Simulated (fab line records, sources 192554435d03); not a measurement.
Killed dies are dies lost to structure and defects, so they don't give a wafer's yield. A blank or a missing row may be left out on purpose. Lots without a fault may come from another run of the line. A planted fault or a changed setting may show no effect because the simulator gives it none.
Chamber matching | flow n5_finfet | N5_FIN_CUT_STRIP_24 on rie_diel-01: 4 sister chambers
The step strips in CF4. 14 wafers are shown with their chamber, then 7 later ones without.

WAFERS WITH THEIR CHAMBER
wafer  | chamber | drypump_motor_current_A (A) | showerhead_plenum_p_Torr (Torr) | oes_product_au (a.u.)
L075.1 | 1       | 5.8                         | 1.85                            | 0.71
L075.4 | 2       | 5.8                         | 1.71                            | 0.71
L075.6 | 2       | 5.8                         | 1.71                            | 0.71
L076.2 | 1       | 5.8                         | 1.85                            | 0.70
L076.3 | 3       | 5.8                         | 1.84                            | 0.91
L076.6 | 0       | 6.4                         | 1.84                            | 0.92
L083.1 | 2       | 5.8                         | 1.70                            | 0.70
L083.2 | 0       | 6.3                         | 1.83                            | 0.89
L083.3 | 1       | 5.8                         | 1.85                            | 0.70
L088.3 | 0       | 6.3                         | 1.83                            | 0.88
L088.5 | 1       | 5.8                         | 1.84                            | 0.70
L088.6 | 0       | 6.3                         | 1.83                            | 0.88
L091.1 | 3       | 5.8                         | 1.83                            | 0.88
L091.4 | 1       | 5.8                         | 1.84                            | 0.69

SIGNATURES (means of the wafers above)
reading                  | chamber 0 | chamber 1 | chamber 2 | chamber 3 | scatter within a chamber
drypump_motor_current_A  | 6.325     | 5.800     | 5.800     | 5.800     | 0.0274
showerhead_plenum_p_Torr | 1.8325    | 1.8460    | 1.7067    | 1.8350    | 0.00558
oes_product_au           | 0.8925    | 0.7000    | 0.7067    | 0.8950    | 0.0134
Rule: a wafer's distance from a chamber is the root of the sum, over the readings, of the square of ((its reading less the chamber's mean) divided by the reading's scatter). The wafer belongs to the nearest chamber; if the next one is less than 2 further off, it can't be placed. The scatter: the root of (the sum of the squares of (reading less its chamber's mean) over the shown wafers, divided by (wafers less chambers)).

WAFERS WITHOUT THEIR CHAMBER
wafer  | drypump_motor_current_A (A) | showerhead_plenum_p_Torr (Torr) | oes_product_au (a.u.)
L091.6 | 5.8                         | 1.84                            | 0.70
L094.3 | 5.8                         | 1.70                            | 0.69
L094.5 | 5.8                         | 1.70                            | 0.69
L094.6 | 5.8                         | 1.84                            | 0.69
L096.3 | 5.9                         | 1.83                            | 0.87
L096.4 | 6.3                         | 1.83                            | 0.86
L096.5 | 6.3                         | 1.83                            | 0.85

WHICH CHAMBER EACH WENT THROUGH
wafer  | from the rows above | in truth
L091.6 | 1                   | 1
L094.3 | 2                   | 2
L094.5 | 2                   | 2
L094.6 | 1                   | 1
L096.3 | 3                   | 3
L096.4 | 0                   | 0
L096.5 | 0                   | 0
Placed correctly: 7 of 7. Can't be placed from these rows: 0. Placed wrongly: 0.
